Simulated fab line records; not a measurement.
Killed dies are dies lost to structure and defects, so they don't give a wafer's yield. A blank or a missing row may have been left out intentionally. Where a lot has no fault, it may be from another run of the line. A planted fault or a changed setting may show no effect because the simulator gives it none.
Matching of chambers / flow nand-harc / pecvd-02 running NHARC_A_M1_DEP_33: 3 sister chambers
The step deposits SiCN, target thk 30 nm. 20 wafers are shown with their chamber, then 10 later ones without.

## WAFERS WITH THEIR CHAMBER
wafer=L074.1; chamber=1; heater-power-w (W)=507; rf-fwd-power-W (W)=449.1
wafer=L074.2; chamber=2; heater-power-w (W)=606; rf-fwd-power-W (W)=449.1
wafer=L074.6; chamber=2; heater-power-w (W)=607; rf-fwd-power-W (W)=448.5
wafer=L078.1; chamber=2; heater-power-w (W)=511; rf-fwd-power-W (W)=449.3
wafer=L078.2; chamber=1; heater-power-w (W)=555; rf-fwd-power-W (W)=448.5
wafer=L078.5; chamber=2; heater-power-w (W)=505; rf-fwd-power-W (W)=448.6
wafer=L076.1; chamber=2; heater-power-w (W)=591; rf-fwd-power-W (W)=450.3
wafer=L076.4; chamber=1; heater-power-w (W)=543; rf-fwd-power-W (W)=448.9
wafer=L076.5; chamber=2; heater-power-w (W)=590; rf-fwd-power-W (W)=449.1
wafer=L080.1; chamber=1; heater-power-w (W)=497; rf-fwd-power-W (W)=449.5
wafer=L080.4; chamber=0; heater-power-w (W)=616; rf-fwd-power-W (W)=450.8
wafer=L080.6; chamber=2; heater-power-w (W)=628; rf-fwd-power-W (W)=449.8
wafer=L079.3; chamber=2; heater-power-w (W)=571; rf-fwd-power-W (W)=449.0
wafer=L079.5; chamber=0; heater-power-w (W)=702; rf-fwd-power-W (W)=448.5
wafer=L079.6; chamber=2; heater-power-w (W)=569; rf-fwd-power-W (W)=449.8
wafer=L081.1; chamber=0; heater-power-w (W)=669; rf-fwd-power-W (W)=447.3
wafer=L081.2; chamber=1; heater-power-w (W)=546; rf-fwd-power-W (W)=449.0
wafer=L081.5; chamber=0; heater-power-w (W)=712; rf-fwd-power-W (W)=451.0
wafer=L084.1; chamber=0; heater-power-w (W)=643; rf-fwd-power-W (W)=451.1
wafer=L084.4; chamber=1; heater-power-w (W)=557; rf-fwd-power-W (W)=446.2

SIGNATURES (means of the wafers above)
reading=heater-power-w; chamber 0=668.40; chamber 1=534.17; chamber 2=575.33; scatter within a chamber=37.6
reading=rf-fwd-power-W; chamber 0=449.740; chamber 1=448.533; chamber 2=449.278; scatter within a chamber=1.14
Rule: for a wafer and a chamber, the distance is found by dividing, reading by reading, the gap between the wafer's reading and the chamber's mean by the reading's scatter, squaring, summing and taking the root. The wafer belongs to the nearest chamber; if the next one is less than 2 further off, it can't be placed. How the scatter is found: for the shown wafers, subtract from each reading the mean of its chamber, square and add these, divide the total by (wafers less chambers), then take the root.

## WAFERS WITH NO CHAMBER GIVEN
wafer=L084.5; heater-power-w (W)=663; rf-fwd-power-W (W)=449.6
wafer=L093.1; heater-power-w (W)=532; rf-fwd-power-W (W)=446.5
wafer=L093.2; heater-power-w (W)=654; rf-fwd-power-W (W)=448.9
wafer=L093.3; heater-power-w (W)=520; rf-fwd-power-W (W)=449.6
wafer=L092.1; heater-power-w (W)=618; rf-fwd-power-W (W)=450.6
wafer=L092.3; heater-power-w (W)=594; rf-fwd-power-W (W)=448.8
wafer=L092.5; heater-power-w (W)=624; rf-fwd-power-W (W)=448.9
wafer=L095.3; heater-power-w (W)=636; rf-fwd-power-W (W)=447.7
wafer=L095.5; heater-power-w (W)=639; rf-fwd-power-W (W)=449.1
wafer=L095.6; heater-power-w (W)=536; rf-fwd-power-W (W)=450.7

## CHAMBER TAKEN BY EACH
wafer=L084.5; from the rows above=0; in truth=0
wafer=L093.1; from the rows above=can't be placed: 1 or 2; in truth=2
wafer=L093.2; from the rows above=can't be placed: 0 or 2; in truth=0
wafer=L093.3; from the rows above=can't be placed: 1 or 2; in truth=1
wafer=L092.1; from the rows above=can't be placed: 0 or 2 or 1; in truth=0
wafer=L092.3; from the rows above=can't be placed: 2 or 1 or 0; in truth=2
wafer=L092.5; from the rows above=can't be placed: 2 or 0 or 1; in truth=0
wafer=L095.3; from the rows above=can't be placed: 0 or 2 or 1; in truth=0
wafer=L095.5; from the rows above=can't be placed: 0 or 2 or 1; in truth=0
wafer=L095.6; from the rows above=can't be placed: 2 or 1 or 0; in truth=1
Placed correctly: 1 of 10. Unplaceable from these rows: 9, with the true chamber sitting among the candidates in 9. Wrongly placed: 0.
